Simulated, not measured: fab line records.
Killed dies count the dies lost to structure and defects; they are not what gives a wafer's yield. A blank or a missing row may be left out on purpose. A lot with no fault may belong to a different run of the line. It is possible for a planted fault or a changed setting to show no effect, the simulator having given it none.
Chamber matching | flow nand harc | 3 sister chambers for NHARC_A_BONDPAD_DEP_00 on pecvd-01
The step deposits SiCN, target thk 250 nm. 6 wafers are shown with their chamber, then 12 later ones without.

== WAFERS PAIRED WITH THEIR CHAMBERS ==
wafer  | chamber | heater power w (W)
L082.4 | 0       | 477
L085.3 | 1       | 676
L085.6 | 1       | 691
L091.2 | 2       | 579
L091.4 | 0       | 552
L091.6 | 2       | 614

== WAFERS WHOSE CHAMBER IS MISSING ==
wafer  | heater power w (W)
L093.1 | 701
L093.4 | 510
L093.6 | 621
L094.1 | 535
L094.4 | 532
L094.5 | 806
L097.3 | 571
L097.4 | 556
L097.6 | 518
L097.1 | 512
L097.2 | 650
L097.5 | 686

== WHICH CHAMBER EACH WENT THROUGH ==
wafer  | from the rows above     | in truth
L093.1 | 1                       | 1
L093.4 | 0                       | 0
L093.6 | can't be placed: 2 or 1 | 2
L094.1 | can't be placed: 0 or 2 | 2
L094.4 | can't be placed: 0 or 2 | 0
L094.5 | 1                       | 1
L097.3 | can't be placed: 2 or 0 | 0
L097.4 | can't be placed: 2 or 0 | 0
L097.6 | 0                       | 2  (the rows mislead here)
L097.1 | 0                       | 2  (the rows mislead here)
L097.2 | can't be placed: 1 or 2 | 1
L097.5 | 1                       | 1
Correctly placed: 4 of 12. Cannot be placed on the basis of these rows: 6; the candidates contain the true chamber in 6. 2 placed wrongly.
How it was worked out, from the rows above alone: a wafer's distance from a chamber is the root of the sum, over the readings, of the square of ((its reading less the chamber's mean) divided by the reading's scatter). If the next closest chamber is less than 2 further off than the closest, the wafer can't be placed; otherwise it belongs to the closest. Each chamber's mean is taken over the wafers shown for it. The scatter: take each reading less its chamber's mean, square it, sum over the shown wafers, divide by the number of wafers less the number of chambers, and take the root.
